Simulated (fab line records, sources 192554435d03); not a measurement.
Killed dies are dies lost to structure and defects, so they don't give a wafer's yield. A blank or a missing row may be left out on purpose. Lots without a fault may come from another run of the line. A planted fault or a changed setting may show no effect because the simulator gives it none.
A struck lot beside a sound one | flow n5_finfet | 39 steps out of a route of 1938
Sound: wafers L705.2, L705.6. Struck: wafers L706.1, L706.3, L706.5. The cause comes at the end.
At each step with rows: each side's tool, then ch and its chambers, then its first start. Under that, the readings that differ: sound wafers | struck wafers | difference of the means | sigmas: that difference in standard deviations of wafers without a fault.
alike: readings whose means differ by less than 2 such deviations, and words and numbers that are the same on both sides. not compared: withheld readings, readings that some wafer has no value for, bounds like >300 that may hide the same value, and numbers for which the record gives no deviation and whose values overlap.
The two part at a step that has a row with sigmas, a row that says differs or no value, or rows on one side only. Numbers that don't overlap but have no deviation are shown without sigmas and don't part them. A reading that every wafer of one side lacks parts them only if that side has two wafers or more.

first, 12 steps without rows for these wafers: N5_SD_EPI_N_STRIP_36 (strips in N2/H2); N5_SD_EPI_N_ETCHBACK_44 (etches SiNx in CH3F/O2, stops on SiO2, target depth 14.5 nm); N5_SD_EPI_N_ETCH_45 (etches SiOCN in CH3F/O2, target depth 6 nm); N5_SD_EPI_N_ETCH_16 (etches SiO2 in CHF3/O2, target depth 5 nm); N5_SD_EPI_N_STRIP_47 (strips in CHF3/O2); N5_SD_EPI_N_SD_RECESS_17 (chemistry HBr/Cl2/O2, target depth 41 nm, time 23.7 s, bt time 3 s); N5_SD_EPI_N_STRIP_38 (strips in N2/H2); N5_SD_EPI_N_WET_ETCH_43 (etches SiO2 in dHF, time 14 s, target depth 1.5 nm); N5_SD_EPI_N_STRIP_18 (strips in SPM, time 750 s); N5_SD_EPI_N_SRD_20 (time 30 s); N5_SD_EPI_N_PRECLEAN_48 (cleans in NF3:NH3, afs cycles 2, time 20 s, sublimation time 60 s); N5_SD_EPI_N_VAPOR_ETCH_50 (etches Si in HCl, time 54 s).
N5_SD_EPI_N_EPI_21: deposits Si:P, time 690 s.
  sound on epi_rpcvd-04 ch 0, day 6 16:39; struck on epi_rpcvd-04 ch 0, day 6 20:43
  alike: susceptor_temp_C_max
then, 24 steps without rows for these wafers: N5_SD_EPI_N_PRECLEAN_24 (cleans in O3/DIW, time 60 s); N5_SD_EPI_N_SRD_25 (time 30 s); N5_SD_EPI_N_PRECLEAN_49 (cleans in NF3:NH3, afs cycles 1, time 20 s, sublimation time 60 s); N5_SD_EPI_N_LINER_46 (material SiNx, target thk 3 nm); N5_SD_EPI_P_COAT_34 (time 60 s, resist thk 350 nm); N5_SD_EPI_P_COAT_35 (time 60 s, resist thk 35 nm); N5_SD_EPI_P_COAT_03 (resist thk 150 nm); N5_SD_EPI_P_EBR_05; N5_SD_EPI_P_SOFTBAKE_04 (time 60 s); N5_SD_EPI_P_EXPOSE_06 (exposes mask SD P BLK, target cd 240 nm); N5_SD_EPI_P_PEB_07 (peb time 60 s); N5_SD_EPI_P_DEVELOP_08 (develop time 30 s); N5_SD_EPI_P_DESCUM_14 (chemistry O2, time 7.9 s); N5_SD_EPI_P_ETCH_36 (etches SiARC in CF4, target depth 45.5 nm, time 75.8 s); N5_SD_EPI_P_ETCH_37 (etches SOC in N2/H2, overetch 108 nm, time 486 s); N5_SD_EPI_P_STRIP_38 (strips in N2/H2); N5_SD_EPI_P_ETCHBACK_46 (etches SiNx in CH3F/O2, stops on SiO2, target depth 17.5 nm); N5_SD_EPI_P_ETCH_47 (etches SiOCN in CH3F/O2, target depth 25 nm); N5_SD_EPI_P_ETCH_16 (etches SiO2 in CHF3/O2, target depth 5 nm); N5_SD_EPI_P_STRIP_50 (strips in CHF3/O2); N5_SD_EPI_P_SD_RECESS_17 (chemistry HBr/Cl2/O2, target depth 39.1 nm, bt time 3 s); N5_SD_EPI_P_WET_ETCH_45 (etches SiO2 in dHF, time 10.7 s, target depth 2 nm, rinse time 30 s); N5_SD_EPI_P_STRIP_40 (strips in N2/H2); N5_SD_EPI_P_PRECLEAN_52 (cleans in O3/DIW, time 60 s).
N5_SD_ACTIVATION_RS_MEAS_03: measures by four-point-probe.
  sound on film_metro-01, day 7 00:26; struck on film_metro-02, day 7 03:39
  reading          | sound     | struck         | difference | sigmas
  RS_SD_N (ohm/sq) | 21.0 21.4 | 19.6 19.3 19.6 | -1.7       | -5
  alike: RS_SD_P
-- the record jumps here: 4 days lie between the struck wafers' starts before and after (it left off in module SD_ACTIVATION and takes up again in module BEOL_M4, whose first step shown is number 1111 of the route) --
N5_BEOL_M4_RC_MEAS_101:
  sound on prober-02 ch 0, day 11 09:37; struck on prober-01 ch 0, day 11 09:29
  reading          | sound     | struck         | difference | sigmas
  IOFF_N (nA/um)   | 0.15 0.14 | 0.21 0.27 0.24 | +0.09      | +2
  ION_N (uA/um)    | 672 654   | 711 710 721    | +51        | +4
  REXT_N (ohm.um)  | 74.4 74.6 | 64.2 64.0 65.8 | -9.8       | -6
  RS_SD_N (ohm/sq) | 27.4 27.9 | 25.1 25.1 25.4 | -2.4       | -6
  VT_N (mV)        | 251 252   | 242 239 242    | -10        | -3
  alike: DIBL_N, DIBL_P, IOFF_P, ION_P, RC_DENSE_N, RC_N, SS_N, SS_P, VT_P

WHERE THEY PART
First at N5_SD_ACTIVATION_RS_MEAS_03; last, within this record, at N5_BEOL_M4_RC_MEAS_101.

WHY: what the simulator had put in
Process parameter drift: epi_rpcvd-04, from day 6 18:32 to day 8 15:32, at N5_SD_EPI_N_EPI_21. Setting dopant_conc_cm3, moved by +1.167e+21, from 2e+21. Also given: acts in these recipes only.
